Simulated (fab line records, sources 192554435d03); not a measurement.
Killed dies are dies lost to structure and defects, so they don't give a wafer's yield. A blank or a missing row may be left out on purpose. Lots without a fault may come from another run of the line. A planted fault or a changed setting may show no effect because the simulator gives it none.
One fault seen from 2 desks | flow n5_finfet | each desk has only its own numbers; what lay behind them comes last

THE TOOL OWNER'S DESK: rie_diel-06
The tool's own readings at N5_BEOL_M4_ETCH_74 (etches underlayer in N2/H2, target depth 6.5 nm, time 5.2 s): means of the sampled wafers that have a number, for each lot that ran on this tool. A lot is out of limits, marked OUT, if its mean lies more than 4 standard deviations from the usual mean; the brackets give that distance.
Columns: A = drypump_motor_current_A at N5_BEOL_M4_ETCH_74, usual 5.5 A; B = etch_rf_on_time_s at N5_BEOL_M4_ETCH_74, usual 5.18 s; C = oes_product_au at N5_BEOL_M4_ETCH_74, usual 0.70 a.u.; D = rf_vpp_V at N5_BEOL_M4_ETCH_74, usual 524.4 V; E = showerhead_plenum_p_Torr at N5_BEOL_M4_ETCH_74, usual 2.57 Torr; F = throttle_valve_pct at N5_BEOL_M4_ETCH_74, usual 17.8 %
lot  | first seen here | A   | B               | C    | D     | E    | F
L459 | day 10 12:59    | 5.3 | 4.64 (-5.8) OUT | 0.70 | 522.3 | 2.48 | 18.0
L461 | day 10 22:18    | 5.3 | 4.71 (-5.1) OUT | 0.68 | 523.3 | 2.50 | 17.8
This desk's finding: out of limits on L459, L461; first on L459, day 10 12:59 (etch_rf_on_time_s at N5_BEOL_M4_ETCH_74). In limits: none.

THE METROLOGY DESK
What the gauges read, lot by lot, whatever tool the lot ran on: means of the sampled wafers that have a number. A lot is out of limits, marked OUT, if its mean lies more than 4 standard deviations from the usual mean; the brackets give that distance. Of its 10 readings 7 are shown: those that lie furthest out on some lot.
Columns: A = DIBL_N at N5_BEOL_M4_RC_MEAS_101, usual 36.4 mV/V; B = DIBL_P at N5_BEOL_M4_RC_MEAS_101, usual 36.3 mV/V; C = IOFF_N at N5_BEOL_M4_RC_MEAS_101, usual 0.163 nA/um; D = IOFF_P at N5_BEOL_M4_RC_MEAS_101, usual 0.21 nA/um; E = ION_P at N5_BEOL_M4_RC_MEAS_101, usual 461 uA/um; F = VT_N at N5_BEOL_M4_RC_MEAS_101, usual 249.4 mV; G = VT_P at N5_BEOL_M4_RC_MEAS_101, usual -250 mV
lot  | first seen here | A    | B    | C     | D    | E   | F     | G
L447 | day 8 00:08     | 36.3 | 35.9 | 0.170 | 0.20 | 459 | 247.6 | -252
L449 | day 8 07:10     | 37.3 | 37.9 | 0.173 | 0.24 | 459 | 247.3 | -247
L459 | day 10 23:44    | 36.4 | 36.9 | 0.181 | 0.23 | 464 | 247.2 | -249
L461 | day 11 17:55    | 36.1 | 36.6 | 0.179 | 0.23 | 464 | 247.9 | -246
L463 | day 11 21:12    | 36.1 | 34.4 | 0.145 | 0.18 | 451 | 253.0 | -252
L465 | day 11 22:14    | 36.0 | 35.4 | 0.152 | 0.18 | 455 | 250.2 | -255
L467 | day 12 22:25    | 38.9 | 38.1 | 0.186 | 0.25 | 463 | 249.6 | -246
L469 | day 13 12:08    | 35.2 | 31.6 | 0.128 | 0.15 | 450 | 251.0 | -257
L470 | day 13 18:05    | 38.1 | 36.0 | 0.174 | 0.25 | 463 | 249.6 | -245
This desk's finding: nothing out of limits on any of the 9 lots.

PUT TOGETHER
The tool owner's desk could have raised an alarm at day 10 12:59, on L459, L461.
The metrology desk saw nothing out of limits.
The metrology desk has L459, L461 on record, within its limits.
Of the lots named, all ran N5_BEOL_M4_ETCH_74 on rie_diel-06.

WHAT THE SIMULATOR HAD PUT IN
Process parameter drift: rie_diel-06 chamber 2, from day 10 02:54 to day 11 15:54, at N5_BEOL_M4_ETCH_74. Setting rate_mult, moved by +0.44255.
Lots struck among those shown: L459, L461.
Hours from the fault's start to each desk's first reading out of limits: the tool owner's desk, 10.
